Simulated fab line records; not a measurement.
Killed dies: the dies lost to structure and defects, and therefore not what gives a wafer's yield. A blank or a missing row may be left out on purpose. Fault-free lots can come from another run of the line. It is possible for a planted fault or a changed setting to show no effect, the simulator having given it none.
fab line records || flow n5_finfet
[record] {"lots": 4, "wafers": 12, "last_day": 16}
route steps=1938 shown BEOL_M4@1099 BEOL_M5@1112 PASS1_CAP@1874 PASSIVATION@1936
lots that met no fault: taken from a fault-free run of the same line
start_h: hours from the record's first day to the start of the lot's first wafer shown || wait_h: hours elapsed since this lot's preceding step || " repeats the value in the row above || L1.1+2: several wafers, shown together as one row || - value missing, or start not given || * or withheld: withheld || < > ~ a bound
route shown NAME@n: names a module that has steps shown in the file, with the first one's number in the route || usual: mean/standard deviation taken from wafers without a fault || same: alike in all rows || chamber/n: place in a boat || sites: the reading at each site || _std_site: their standard deviation || _edge_site: mean of outer sites minus mean of inner sites || radius_mm: how far each site lies from the wafer's centre || mask NAME#n: copy n || behind: the last tool/chamber to shape the wafer || hold: what put the lot on hold/how long, in hours/how the hold closed || device: transistor that didn't switch, given as n, p or np || end of line: at the end of the route, the tests of the same wafers || for a step that has no rows: nothing shown but its recipe || killed: dies lost to structure and defects at the first sort, not the wafer's yield || map: a wafer's dies, marking killed ones x, the rest . and places with no die _
set.NAME: the setting that was run; set.NAME@STEP: the one run at that earlier step || model.NAME: the simulator's own value behind a step, which no gauge read
certain route steps with their lots: each step a table, each wafer a row
services: a tool's chamber out of use, with start hour (start_h, from the record's first day; less than 0 if before it), hours out, and reason
[[steps]]
[step N5_BEOL_M4_ANNEAL_95]
[recipe] {"temp_c": 400, "time_s": 240, "ambient": "vacuum"}
[step N5_BEOL_M4_SPUTTER_96]
[recipe] {"material": "Cu", "target_thk_a": 45, "temp_c": -20, "chamber_pressure_pa": 0.07, "power_w": "withheld", "time_s": 8.29}
[step N5_BEOL_M4_ECD_50]
[recipe] {"material": "Cu", "target_thk_a": 3000}
[step N5_BEOL_M4_ANNEAL_51]
[recipe] {"temp_c": 225, "time_s": 90, "ambient": "N2"}
[step N5_BEOL_M4_CMP_52]
[recipe] {"stop_on": "SiOC", "t_overpolish_s": 6.8, "down_force_psi": 1, "platen_rpm": 50, "clearing_platen_down_force_psi": 1.5, "clearing_platen_rpm": 50, "post_cmp_clean": "cu_alkaline", "target_thk_nm": 40, "clearing_platen_pad_velocity_m_s": 0.99484, "pad_velocity_m_s": 0.99484}
[step N5_BEOL_M4_PRE_CLEAN_60]
[recipe] {"gas": "NH3/H2", "time_s": 15, "temp_c": "*", "rf_power_w": 300}
[step N5_BEOL_M4_CO_CAP_55]
[recipe] {"material": "Co", "target_thk_a": 20, "temp_c": 200, "precursor": "CCTBA/H2", "pressure_torr": 30, "time_s": 102.1}
[step N5_BEOL_M4_PRE_CLEAN_56]
[recipe] {"gas": "NH3", "time_s": 15, "temp_c": "withheld", "rf_power_w": 300}
[step N5_BEOL_M4_DEP_57]
[recipe] {"material": "SiCN", "target_thk_a": 80, "temp_c": "withheld", "precursor": "3MS/NH3", "pressure_torr": 3, "rf_w": 202, "time_s": 14}
[step N5_BEOL_M4_RC_MEAS_101]
[usual] {"DIBL_N": "36.2/2.4", "DIBL_P": "36.2/2.6", "IOFF_N": "0.16/0.045", "IOFF_P": "0.21/0.046", "ION_N": "674/17", "ION_P": "463/11", "SS_N": "71.5/0.77", "SS_P": "73.1/0.76", "VT_N": "250/3.9", "VT_P": "-250/3.9"}
{"lot.wafer": "L194.1", "tool": "prober-02", "chamber": 0, "start_h": 162.63, "wait_h": 0.0, "DIBL_N[mV/V]": 36.4, "DIBL_P[mV/V]": 35.7, "IOFF_N[nA/um]": 0.17, "IOFF_P[nA/um]": 0.18, "ION_N[uA/um]": 682, "ION_P[uA/um]": 463, "SS_N[mV/dec]": 70.9, "SS_P[mV/dec]": 73.1, "VT_N[mV]": 247, "VT_P[mV]": -252}
{"lot.wafer": "L194.2", "tool": "prober-02", "chamber": 0, "start_h": 162.63, "wait_h": 0.0, "DIBL_N[mV/V]": 38.5, "DIBL_P[mV/V]": 39.4, "IOFF_N[nA/um]": 0.20, "IOFF_P[nA/um]": 0.23, "ION_N[uA/um]": 680, "ION_P[uA/um]": 459, "SS_N[mV/dec]": 71.7, "SS_P[mV/dec]": 73.4, "VT_N[mV]": 247, "VT_P[mV]": -253}
{"lot.wafer": "L194.5", "tool": "prober-02", "chamber": 0, "start_h": 162.63, "wait_h": 0.0, "DIBL_N[mV/V]": 35.7, "DIBL_P[mV/V]": 35.6, "IOFF_N[nA/um]": 0.14, "IOFF_P[nA/um]": 0.17, "ION_N[uA/um]": 682, "ION_P[uA/um]": 463, "SS_N[mV/dec]": 70.7, "SS_P[mV/dec]": 73.1, "VT_N[mV]": 247, "VT_P[mV]": -255}
{"lot.wafer": "L202.1", "tool": "prober-01", "chamber": 0, "start_h": 243.51, "wait_h": 0.0, "DIBL_N[mV/V]": 43.0, "DIBL_P[mV/V]": 42.0, "IOFF_N[nA/um]": 0.30, "IOFF_P[nA/um]": 0.27, "ION_N[uA/um]": 683, "ION_P[uA/um]": 451, "SS_N[mV/dec]": 74.0, "SS_P[mV/dec]": 74.6, "VT_N[mV]": 245, "VT_P[mV]": -248}
{"lot.wafer": "L202.5", "tool": "prober-01", "chamber": 0, "start_h": 243.51, "wait_h": 0.0, "DIBL_N[mV/V]": 36.3, "DIBL_P[mV/V]": 36.4, "IOFF_N[nA/um]": 0.15, "IOFF_P[nA/um]": 0.18, "ION_N[uA/um]": 673, "ION_P[uA/um]": 452, "SS_N[mV/dec]": 71.5, "SS_P[mV/dec]": 73.3, "VT_N[mV]": 251, "VT_P[mV]": -256}
{"lot.wafer": "L202.6", "tool": "prober-01", "chamber": 0, "start_h": 243.51, "wait_h": 0.0, "DIBL_N[mV/V]": 40.4, "DIBL_P[mV/V]": 40.8, "IOFF_N[nA/um]": 0.25, "IOFF_P[nA/um]": 0.26, "ION_N[uA/um]": 720, "ION_P[uA/um]": 485, "SS_N[mV/dec]": 71.9, "SS_P[mV/dec]": 74.6, "VT_N[mV]": 244, "VT_P[mV]": -249}
{"lot.wafer": "L207.1", "tool": "prober-01", "chamber": 0, "start_h": 254.27, "wait_h": 0.0, "DIBL_N[mV/V]": 35.3, "DIBL_P[mV/V]": 34.0, "IOFF_N[nA/um]": 0.14, "IOFF_P[nA/um]": 0.22, "ION_N[uA/um]": 650, "ION_P[uA/um]": 454, "SS_N[mV/dec]": 71.3, "SS_P[mV/dec]": 72.9, "VT_N[mV]": 250, "VT_P[mV]": -247}
{"lot.wafer": "L207.2", "tool": "prober-01", "chamber": 0, "start_h": 254.27, "wait_h": 0.0, "DIBL_N[mV/V]": 39.0, "DIBL_P[mV/V]": 38.5, "IOFF_N[nA/um]": 0.20, "IOFF_P[nA/um]": 0.29, "ION_N[uA/um]": 694, "ION_P[uA/um]": 482, "SS_N[mV/dec]": 72.2, "SS_P[mV/dec]": 74.0, "VT_N[mV]": 246, "VT_P[mV]": -244}
{"lot.wafer": "L207.4", "tool": "prober-01", "chamber": 0, "start_h": 254.27, "wait_h": 0.0, "DIBL_N[mV/V]": 36.6, "DIBL_P[mV/V]": 35.7, "IOFF_N[nA/um]": 0.16, "IOFF_P[nA/um]": 0.24, "ION_N[uA/um]": 672, "ION_P[uA/um]": 466, "SS_N[mV/dec]": 72.1, "SS_P[mV/dec]": 74.0, "VT_N[mV]": 251, "VT_P[mV]": -247}
{"lot.wafer": "L210.2", "tool": "prober-02", "chamber": 0, "start_h": 276.78, "wait_h": 0.2, "DIBL_N[mV/V]": 37.3, "DIBL_P[mV/V]": 37.7, "IOFF_N[nA/um]": 0.18, "IOFF_P[nA/um]": 0.25, "ION_N[uA/um]": 674, "ION_P[uA/um]": 461, "SS_N[mV/dec]": 71.0, "SS_P[mV/dec]": 74.0, "VT_N[mV]": 249, "VT_P[mV]": -250}
{"lot.wafer": "L210.4", "tool": "prober-02", "chamber": 0, "start_h": 276.78, "wait_h": 0.2, "DIBL_N[mV/V]": 37.6, "DIBL_P[mV/V]": 36.3, "IOFF_N[nA/um]": 0.18, "IOFF_P[nA/um]": 0.22, "ION_N[uA/um]": 655, "ION_P[uA/um]": 439, "SS_N[mV/dec]": 71.3, "SS_P[mV/dec]": 73.6, "VT_N[mV]": 250, "VT_P[mV]": -251}
{"lot.wafer": "L210.6", "tool": "prober-02", "chamber": 0, "start_h": 276.78, "wait_h": 0.2, "DIBL_N[mV/V]": 36.4, "DIBL_P[mV/V]": 36.0, "IOFF_N[nA/um]": 0.16, "IOFF_P[nA/um]": 0.21, "ION_N[uA/um]": 675, "ION_P[uA/um]": 461, "SS_N[mV/dec]": 71.0, "SS_P[mV/dec]": 72.9, "VT_N[mV]": 251, "VT_P[mV]": -249}
[step N5_BEOL_M5_ILD_DEP_00]
[recipe] {"material": "SiCOH_lowk", "target_thk_a": 1406.4, "temp_c": 300, "precursor": "DEMS/porogen", "pressure_torr": 5, "rf_w": 500, "time_s": 25.9}
[step N5_BEOL_M5_CURE_79]
[recipe] {"temp_c": 385, "time_s": 240, "ambient": "He/Ar", "material": "SiCOH_lowk"}
[step N5_BEOL_M5_PECVD_70]
[recipe] {"material": "SiO2", "target_thk_a": 160, "temp_c": 400, "precursor": "TEOS/O2", "pressure_torr": 5.5, "rf_w": 450, "teos_flow_sccm": 53.8, "gas": "O2", "flow_sccm": 3000, "time_s": 18}
[step N5_BEOL_M5_HM_DEP_02]
[recipe] {"material": "TiN", "target_thk_a": 200, "temp_c": 25, "chamber_pressure_pa": 0.49996}
[step N5_BEOL_M5_COAT_59]
[recipe] {"resist": "SOC", "temp_c": 250, "time_s": 60, "spin_rpm": 1500, "resist_thk_nm": 60}
[step N5_BEOL_M5_COAT_60]
[recipe] {"resist": "SiARC", "temp_c": 220, "time_s": 60, "spin_rpm": 1500, "resist_thk_nm": 12}
[step N5_BEOL_M5_COAT_71]
[recipe] {"resist": "underlayer", "temp_c": 205, "time_s": 60, "spin_rpm": 1500, "resist_thk_nm": 5}
[step N5_BEOL_M5_COAT_05]
[recipe] {"resist": "CAR-EUV", "spin_rpm": 1500, "resist_thk_nm": 30}
[step N5_BEOL_M5_EBR_07]
[recipe] {"solvent": "PGMEA", "ebr_width_mm": 1.5}
[step N5_BEOL_M5_SOFTBAKE_06]
[recipe] {"temp_c": 110, "time_s": 60, "resist": "CAR-EUV"}
[step N5_BEOL_M5_EXPOSE_08]
[recipe] {"mask_id": "M5", "na": 0.33, "source_shape": "annular", "sigma_inner": 0.4, "sigma_outer": 0.8, "polarization": "unpolarized", "target_cd_nm": 28, "dose_mj": 35.75}
[step N5_BEOL_M5_PEB_09]
[recipe] {"peb_temp_c": 100, "peb_time_s": 60, "resist": "CAR-EUV"}
[step N5_BEOL_M5_DEVELOP_10]
[recipe] {"develop_time_s": 30, "developer": "TMAH", "resist": "CAR-EUV", "rinse_liquid": "surfactant_rinse", "dry": "air_spin", "dev_temp_c": 23}
[step N5_BEOL_M5_DESCUM_16]
[recipe] {"chemistry": "O2", "time_s": 7, "source_power_w": 50, "bias_power_w": 20, "pressure_mtorr": 20, "rf_frequency_hz": 2.712e+07, "temp_c": 40, "resist": "CAR-EUV", "o2_flow_sccm": 225}
[step N5_BEOL_M5_ETCH_72]
[recipe] {"chemistry": "N2/H2", "target": "underlayer", "target_depth_a": 65, "mask_material": "CAR-EUV", "time_s": 5.2, "ion_energy_ev": 200, "pressure_mtorr": 30, "source_w": 840, "bias_w": 150, "n2_flow_sccm": 200, "h2_flow_sccm": 200, "ends": "cleared"}
[step N5_BEOL_M5_ETCH_61]
[recipe] {"chemistry": "CF4", "target": "SiARC", "target_depth_a": 156, "mask_material": "CAR-EUV", "time_s": 26, "ion_energy_ev": 80, "pressure_mtorr": 40, "source_w": 545, "bias_w": 36, "Ar_flow_sccm": 100, "cf4_flow_sccm": 100, "ends": "cleared"}
[step N5_BEOL_M5_ETCH_62]
[recipe] {"chemistry": "N2/H2", "target": "SOC", "target_depth_a": 750, "overetch_a": 150, "mask_material": "SiARC", "temp_c": 40, "time_s": 112.5, "ion_energy_ev": 200, "pressure_mtorr": 30, "source_w": 840, "bias_w": 150, "n2_flow_sccm": 200, "h2_flow_sccm": 200}
[step N5_BEOL_M5_STRIP_63]
[recipe] {"chemistry": "N2/H2", "temp_c": 40, "n2_flow_sccm": 200, "h2_flow_sccm": 200, "rf_frequency_hz": 6e+07}
[step N5_BEOL_M5_STRIP_73]
[recipe] {"chemistry": "N2/H2", "temp_c": 40, "n2_flow_sccm": 200, "h2_flow_sccm": 200, "rf_frequency_hz": 6e+07}
[step N5_BEOL_M5_STRIP_64]
[recipe] {"chemistry": "CF4", "resist": "SiARC", "power_w": 300, "bias_power_w": 75, "pressure_mtorr": 50, "cf4_flow_sccm": 150, "rf_frequency_hz": 6e+07}
[step N5_BEOL_M5_HM_OPEN_17]
[recipe] {"chemistry": "Cl2/BCl3", "target_depth_a": 200, "overetch_a": 60, "target": "TiN", "mask_material": "SOC", "ion_energy_ev": 150, "pressure_mtorr": 10, "icp_w": 1000, "bias_w": 126, "Cl2_flow_sccm": 53.25, "bcl3_flow_sccm": 21.75, "Ar_flow_sccm": 25}
[step N5_BEOL_M5_STRIP_19]
[recipe] {"chemistry": "O2", "power_w": 400, "temp_c": 40, "pressure_mtorr": 30, "rf_frequency_hz": 6e+07, "bias_power_w": 0, "overash_fraction": 0.2, "o2_flow_sccm": 225}
[step N5_BEOL_M5_COAT_65]
[recipe] {"resist": "SOC", "temp_c": 250, "time_s": 60, "spin_rpm": 1500, "resist_thk_nm": 60}
[step N5_BEOL_M5_COAT_66]
[recipe] {"resist": "SiARC", "temp_c": 220, "time_s": 60, "spin_rpm": 1500, "resist_thk_nm": 12}
[step N5_PASSIVATION_PECVD_01]
[recipe] {"material": "SiNx", "target_thk_a": 2000, "temp_c": 400, "precursor": "SiH4/NH3/N2", "pressure_torr": 4.9, "rf_w": 1406, "time_s": 43.2}
[usual] {"heater_power_w": "352/67", "showerhead_plenum_p_Torr": "8.62/0.085", "throttle_valve_pct": "28.2/1.5"}
{"lot.wafer": "L194.1", "tool": "pecvd-01", "chamber": 1, "start_h": 231.81, "wait_h": 0.0, "heater_power_w": 293, "showerhead_plenum_p_Torr": 8.51, "throttle_valve_pct": 30.9}
{"lot.wafer": "L194.2", "tool": "pecvd-01", "chamber": 0, "start_h": 231.81, "wait_h": 0.0, "heater_power_w": 351, "showerhead_plenum_p_Torr": 8.65, "throttle_valve_pct": 27.9}
{"lot.wafer": "L194.5", "tool": "pecvd-01", "chamber": 2, "start_h": 231.81, "wait_h": 0.0, "heater_power_w": 290, "showerhead_plenum_p_Torr": 8.67, "throttle_valve_pct": 26.9}
{"lot.wafer": "L202.1", "tool": "pecvd-03", "chamber": 0, "start_h": 357.22, "wait_h": 0.0, "heater_power_w": 381, "showerhead_plenum_p_Torr": 8.53, "throttle_valve_pct": 29.3}
{"lot.wafer": "L202.5", "tool": "pecvd-03", "chamber": 1, "start_h": 357.22, "wait_h": 0.0, "heater_power_w": 437, "showerhead_plenum_p_Torr": 8.54, "throttle_valve_pct": 26.2}
{"lot.wafer": "L202.6", "tool": "pecvd-03", "chamber": 2, "start_h": 357.22, "wait_h": 0.0, "heater_power_w": 314, "showerhead_plenum_p_Torr": 8.73, "throttle_valve_pct": 26.8}
{"lot.wafer": "L207.1", "tool": "pecvd-01", "chamber": 2, "start_h": 362.16, "wait_h": 0.0, "heater_power_w": 287, "showerhead_plenum_p_Torr": 8.65, "throttle_valve_pct": 26.8}
{"lot.wafer": "L207.2", "tool": "pecvd-01", "chamber": 0, "start_h": 362.16, "wait_h": 0.0, "heater_power_w": 252, "showerhead_plenum_p_Torr": 8.66, "throttle_valve_pct": 28.2}
{"lot.wafer": "L207.4", "tool": "pecvd-01", "chamber": 1, "start_h": 362.16, "wait_h": 0.0, "heater_power_w": 303, "showerhead_plenum_p_Torr": 8.50, "throttle_valve_pct": 30.6}
{"lot.wafer": "L210.2", "tool": "pecvd-01", "chamber": 2, "start_h": 384.37, "wait_h": 0.0, "heater_power_w": 246, "showerhead_plenum_p_Torr": 8.64, "throttle_valve_pct": 27.0}
{"lot.wafer": "L210.4", "tool": "pecvd-01", "chamber": 0, "start_h": 384.37, "wait_h": 0.0, "heater_power_w": 369, "showerhead_plenum_p_Torr": 8.64, "throttle_valve_pct": 28.4}
{"lot.wafer": "L210.6", "tool": "pecvd-01", "chamber": 1, "start_h": 384.37, "wait_h": 0.0, "heater_power_w": 389, "showerhead_plenum_p_Torr": 8.52, "throttle_valve_pct": 30.5}
[step N5_PASSIVATION_PROBE_49]
[usual] {"defect_limited_yield": "91.2/1.4", "killed_at_M0_to_M3": "33/9.5", "killed_at_M4_up": "13/4.7", "killed_at_contacts": "11/5.3", "killed_at_front_end": "42/12", "killed_at_other": "5/3.3", "killed_dies": "104/17", "killed_on_rim": "14/4", "killed_open": "67/12", "killed_short": "33/7.7", "sort_bin_4_leakage": "0.01/0.058", "sort_bin_5_function": "5.1/0.94", "sort_bin_6_memory": "3.3/0.67", "sort_n_pass": "1074/24", "sort_yield_pct": "91.1/2"}
[same] {"gross_dies": 1180, "killed_at_back_side": 0, "sort_bin_8_speed[%]": 0}
{"lot.wafer": "L194.1", "tool": "prober-01", "chamber": "-", "start_h": 241.57, "wait_h": 0.0, "defect_limited_yield[%]": 90.3, "killed_at_M0_to_M3": 36, "killed_at_M4_up": 14, "killed_at_contacts": 11, "killed_at_front_end": 48, "killed_at_other": 5, "killed_dies": 114, "killed_on_rim": 14, "killed_open": 72, "killed_short": 41, "sort_bin_4_leakage[%]": 0, "sort_bin_5_function[%]": 6.1, "sort_bin_6_memory[%]": 3.1, "sort_n_pass": 1066, "sort_yield_pct[%]": 90.3}
{"lot.wafer": "L194.2", "tool": "prober-01", "chamber": "-", "start_h": 241.62, "wait_h": 0.1, "defect_limited_yield[%]": 88.4, "killed_at_M0_to_M3": 30, "killed_at_M4_up": 21, "killed_at_contacts": 21, "killed_at_front_end": 55, "killed_at_other": 10, "killed_dies": 137, "killed_on_rim": 18, "killed_open": 85, "killed_short": 45, "sort_bin_4_leakage[%]": 0, "sort_bin_5_function[%]": 6.9, "sort_bin_6_memory[%]": 4.2, "sort_n_pass": 1043, "sort_yield_pct[%]": 88.4}
{"lot.wafer": "L194.5", "tool": "prober-01", "chamber": "-", "start_h": 241.77, "wait_h": 0.2, "defect_limited_yield[%]": 89.3, "killed_at_M0_to_M3": 40, "killed_at_M4_up": 14, "killed_at_contacts": 14, "killed_at_front_end": 56, "killed_at_other": 2, "killed_dies": 126, "killed_on_rim": 15, "killed_open": 80, "killed_short": 43, "sort_bin_4_leakage[%]": 0, "sort_bin_5_function[%]": 5.8, "sort_bin_6_memory[%]": 4.4, "sort_n_pass": 1054, "sort_yield_pct[%]": 89.3}
{"lot.wafer": "L207.1", "tool": "prober-01", "chamber": "-", "start_h": 376.64, "wait_h": 0.0, "defect_limited_yield[%]": 89.2, "killed_at_M0_to_M3": 52, "killed_at_M4_up": 18, "killed_at_contacts": 8, "killed_at_front_end": 46, "killed_at_other": 4, "killed_dies": 128, "killed_on_rim": 17, "killed_open": 76, "killed_short": 45, "sort_bin_4_leakage[%]": 0, "sort_bin_5_function[%]": 5.8, "sort_bin_6_memory[%]": 4.1, "sort_n_pass": 1052, "sort_yield_pct[%]": 89.2}
{"lot.wafer": "L207.2", "tool": "prober-01", "chamber": "-", "start_h": 376.69, "wait_h": 0.1, "defect_limited_yield[%]": 93.0, "killed_at_M0_to_M3": 40, "killed_at_M4_up": 8, "killed_at_contacts": 9, "killed_at_front_end": 25, "killed_at_other": 1, "killed_dies": 83, "killed_on_rim": 13, "killed_open": 51, "killed_short": 32, "sort_bin_4_leakage[%]": 0, "sort_bin_5_function[%]": 3.9, "sort_bin_6_memory[%]": 3.1, "sort_n_pass": 1097, "sort_yield_pct[%]": 93.0}
{"lot.wafer": "L207.4", "tool": "prober-01", "chamber": "-", "start_h": 376.79, "wait_h": 0.2, "defect_limited_yield[%]": 64.1, "killed_at_M0_to_M3": 39, "killed_at_M4_up": 10, "killed_at_contacts": 6, "killed_at_front_end": 53, "killed_at_other": 316, "killed_dies": 424, "killed_on_rim": 152, "killed_open": 75, "killed_short": 37, "sort_bin_4_leakage[%]": 0, "sort_bin_5_function[%]": 5.3, "sort_bin_6_memory[%]": 4.0, "sort_n_pass": 756, "sort_yield_pct[%]": 64.1}
{"lot.wafer": "L210.4", "tool": "prober-01", "chamber": "-", "start_h": 392.11, "wait_h": 0.2, "defect_limited_yield[%]": 91.4, "killed_at_M0_to_M3": 32, "killed_at_M4_up": 13, "killed_at_contacts": 8, "killed_at_front_end": 43, "killed_at_other": 5, "killed_dies": 101, "killed_on_rim": 14, "killed_open": 63, "killed_short": 32, "sort_bin_4_leakage[%]": 0, "sort_bin_5_function[%]": 4.2, "sort_bin_6_memory[%]": 3.3, "sort_n_pass": 1079, "sort_yield_pct[%]": 91.4}
{"lot.wafer": "L210.6", "tool": "prober-01", "chamber": "-", "start_h": 392.21, "wait_h": 0.3, "defect_limited_yield[%]": 62.8, "killed_at_M0_to_M3": 34, "killed_at_M4_up": 15, "killed_at_contacts": 19, "killed_at_front_end": 55, "killed_at_other": 316, "killed_dies": 439, "killed_on_rim": 152, "killed_open": 87, "killed_short": 41, "sort_bin_4_leakage[%]": 0, "sort_bin_5_function[%]": 6.4, "sort_bin_6_memory[%]": 4.4, "sort_n_pass": 741, "sort_yield_pct[%]": 62.8}
// killed by level:class
L194.1 FIN_SAQP:geometric_particle:open=16 BEOL_M0_SAQP:geometric_particle:short=12 MOL_CONTACT_COAG:geometric_particle:open=9 STI_FIN_REVEAL:geometric_particle:open=8 BEOL_M2:geometric_particle:open=7 FIN_SAQP:geometric_particle:short=4 STI_FIN_REVEAL:geometric_particle:short=4 GATE_CUT:geometric_particle:short=4
L194.2 MOL_CONTACT_COAG:geometric_particle:open=19 BEOL_M0_SAQP:geometric_particle:short=13 FIN_SAQP:geometric_particle:open=12 STI_FIN_REVEAL:geometric_particle:open=9 BEOL_M0_SAQP:geometric_particle:open=8 FIN_SAQP:geometric_particle:short=7 STARTING-WAFER:geometric_particle:open=7 GATE_CUT:geometric_particle:short=6
L194.5 FIN_SAQP:geometric_particle:open=21 FIN_SAQP:geometric_particle:short=14 MOL_CONTACT_COAG:geometric_particle:open=12 BEOL_M2:geometric_particle:open=9 BEOL_M0_SAQP:geometric_particle:short=8 BEOL_M0_SAQP:geometric_particle:open=5 BEOL_M4:geometric_particle:open=5 STI_FIN_REVEAL:geometric_particle:short=4
L207.1 BEOL_M0_SAQP:geometric_particle:open=20 BEOL_M0_SAQP:geometric_particle:short=13 MOL_CONTACT_COAG:geometric_particle:open=7 HKMG_FIN:area_etch=7 FIN_SAQP:geometric_particle:open=6 GATE_CUT:geometric_particle:short=6 BEOL_M1:geometric_particle:open=6 BEOL_M4:geometric_particle:open=6
L207.2 BEOL_M2:geometric_particle:open=10 MOL_CONTACT_COAG:geometric_particle:open=6 BEOL_M0_SAQP:geometric_particle:short=6 BEOL_M1:geometric_particle:open=6 BEOL_M1:geometric_particle:short=5 STARTING-WAFER:geometric_particle:short=5 STI_FIN_REVEAL:geometric_particle:open=4 GATE_CUT:geometric_particle:short=4
L207.4 PASS1_CAP:area_pecvd=312 FIN_SAQP:geometric_particle:short=13 BEOL_M0_SAQP:geometric_particle:open=13 FIN_SAQP:geometric_particle:open=12 BEOL_M2:geometric_particle:open=10 DUMMY_GATE:geometric_particle:open=7 STARTING-WAFER:geometric_particle:open=6 BEOL_M4:geometric_particle:open=5
L210.4 BEOL_M2:geometric_particle:open=10 BEOL_M0_SAQP:geometric_particle:short=9 FIN_SAQP:geometric_particle:open=7 FIN_SAQP:geometric_particle:short=6 MOL_CONTACT_COAG:geometric_particle:open=6 HKMG_FIN:area_etch=6 STI_FIN_REVEAL:geometric_particle:open=5 DUMMY_GATE:geometric_particle:open=5
L210.6 PASS1_CAP:area_pecvd=310 FIN_SAQP:geometric_particle:open=18 STI_FIN_REVEAL:geometric_particle:open=12 MOL_CONTACT_COAG:geometric_particle:open=12 BEOL_M0_SAQP:geometric_particle:open=8 MOL_CONTACT_COAG:geometric_particle:short=7 BEOL_M0_SAQP:geometric_particle:short=7 FIN_SAQP:geometric_particle:short=5
// map L207.4 (x killed, . not)
_________________xxxxxxxxxxxx________________
______________xxxxxxxxxxx.xxxxxx_____________
___________xxxxxxxxx..x.xx.x.xxxxxx__________
__________xxxxxx.x........x..x.xxxxx_________
________xxxxxxx.................x.xxxx_______
_______xxxxxx...........x........x.xxxx______
______xxxxx.........x..............xxxxx_____
_____xxxx...........................x.xxx____
____xxx.........................x...x.xxxx___
___xxxxx......xx................x.....xxxxx__
___xxx......x.........x.....xx..........xxx__
__xxxxx.......................x.......x.xxxx_
__xxxx.............x......x.........xx..x.xx_
_xxx..x......x........xx.................xxxx
_xxxx.........x......x.......x...x........xxx
_xxx................x..x.xx............x..xxx
_xxx..x.............x...............x...x.xxx
_xx.x..........................x......xxxxxxx
_xxxx.....x.x............x.......x.x....xxxxx
_xxxx...........x.............xx.........xxxx
_xxxx.......x.x.x......x.................xxxx
__xxxxx.............x...................xxxx_
__xxx....x...x..x...........x...........xxxx_
___xxxx............xx...x.............x..xx__
___xxxx......x....x..................xxxxxx__
____xx.xx.x....x..........x.x........xxxxx___
_____xxxxx...x....x...........x.....x.xxx____
______xxxxx.................xx..x.x.xxxx_____
_______xxx.xx..............x...x..xxxxx______
________xxxxx...x.x..........x.xxxxxxx_______
__________xxxx.xx.....xx..xx.xxxxxxx_________
___________xxxxxxxxx.xx...xxxxxxxxx__________
______________xxxxxxxxxxx.xxxxxx_____________
_________________xxxxxxxxxxxx________________
// map L210.6 (x killed, . not)
_________________xxxxxxxxxxxx________________
______________xxxxxx.xxxxxxxxxxx_____________
___________xxxxxx..xx.x.xx.xxxxxxxx__________
__________xxxxxxx.....x.x...x..xxxxx_________
________xxxxx.x........x..x.x..xx.xxxx_______
_______xxxxxxx............x..x....xxxxx______
______xxxxxxx...x.x..........x...x.xxxxx_____
_____xxxxx.......................x.xxxxxx____
____xxx..x.....x......................xxxx___
___xxxxx....xx...............x......xx.xxxx__
___xxx.....x............................xxx__
__xxxx...x..........x.....................xx_
__xxx.....x................x..x.......x...xx_
_xxxx......x...x...x..................x..x.xx
_xxx.x....x..x...x...........x...........xxxx
_xxxx..........x....x...x...............xxxxx
_xxxx...x.......x...........xx.......x....xxx
_xxx......x.x.x........x....x...x.........xxx
_xxx..x....x.......xxxx..................xxxx
_xxxx.x...x.............................x.xxx
_xxx.......x.....x.....x.xx......x.......x.xx
__xxx.......................x.......x.xxxxxx_
__xxx.x.....x..x.....x.x..x..xx.........xxxx_
___xxx...x........xxx.....x.............xxx__
___xxxx......x.x.x....x.....x.........x.xxx__
____xxx......x.....x..x.....x.......x.xxxx___
_____xxx...x.......xxx...............xxxx____
______xxxxx.xx....x...x............xxxxx_____
_______xxx.xxx.......x......x.....x.xxx______
________xxxxxx..........x.......xxxxxx_______
__________xxxxx........xx..x.xxxxxxx_________
___________xxxxxxxxxxxx..xx.xxxxxxx__________
______________xxxxxxxxxxxxxxxxxx_____________
_________________xxxxxxxxxxxx________________
[[services]]
{"tool": "pecvd-03", "chamber": "-", "start_h": 258.91, "hours": 2.8, "kind": "pm"}
{"tool": "pecvd-01", "chamber": "-", "start_h": 278.28, "hours": 2.8, "kind": "pm"}
{"tool": "pecvd-03", "chamber": "-", "start_h": 284.92, "hours": 28.1, "kind": "pm"}
{"tool": "pecvd-01", "chamber": 0, "start_h": 305.84, "hours": 5.5, "kind": "scheduled_down"}
{"tool": "pecvd-03", "chamber": 2, "start_h": 320.47, "hours": 5.5, "kind": "scheduled_down"}
{"tool": "pecvd-03", "chamber": 1, "start_h": 326.76, "hours": "-", "kind": "clean"}
{"tool": "pecvd-03", "chamber": 1, "start_h": 326.76, "hours": 29.5, "kind": "scheduled_down"}
{"tool": "pecvd-03", "chamber": 1, "start_h": 326.76, "hours": 29.5, "kind": "vent_cycle"}
{"tool": "pecvd-01", "chamber": "-", "start_h": 349.54, "hours": 5.5, "kind": "pm"}
[[key]]
[first_sign] {"step": "N5_PASSIVATION_PROBE_49", "reading": "killed_at_other", "direction": "up", "sigmas": 93, "usual": 5, "struck": 316}
[effect] {"step": "N5_PASSIVATION_PROBE_49", "reading": "defect_limited_yield", "direction": "down", "sigmas": 20, "usual": 91.2, "struck": 63.4}
[more_kills_born_at] {"N5_PASSIVATION_PECVD_01@pecvd-01": 622}
met_at N5_PASSIVATION_PECVD_01
struck_wafers L207.4,L210.6
onset_between 231.81 362.16
[fault] {"kind": "site_profile_drift", "tool": "pecvd-01", "chamber": 1, "onset_h": 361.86, "steps": "N5_PASSIVATION_PECVD_01", "basis": "fraction", "max_abs_drift": 0.46006, "slope_share_per_hr": 102.24, "site_pattern": "0,0,0,0,0,-1,-1,-1,-1"}
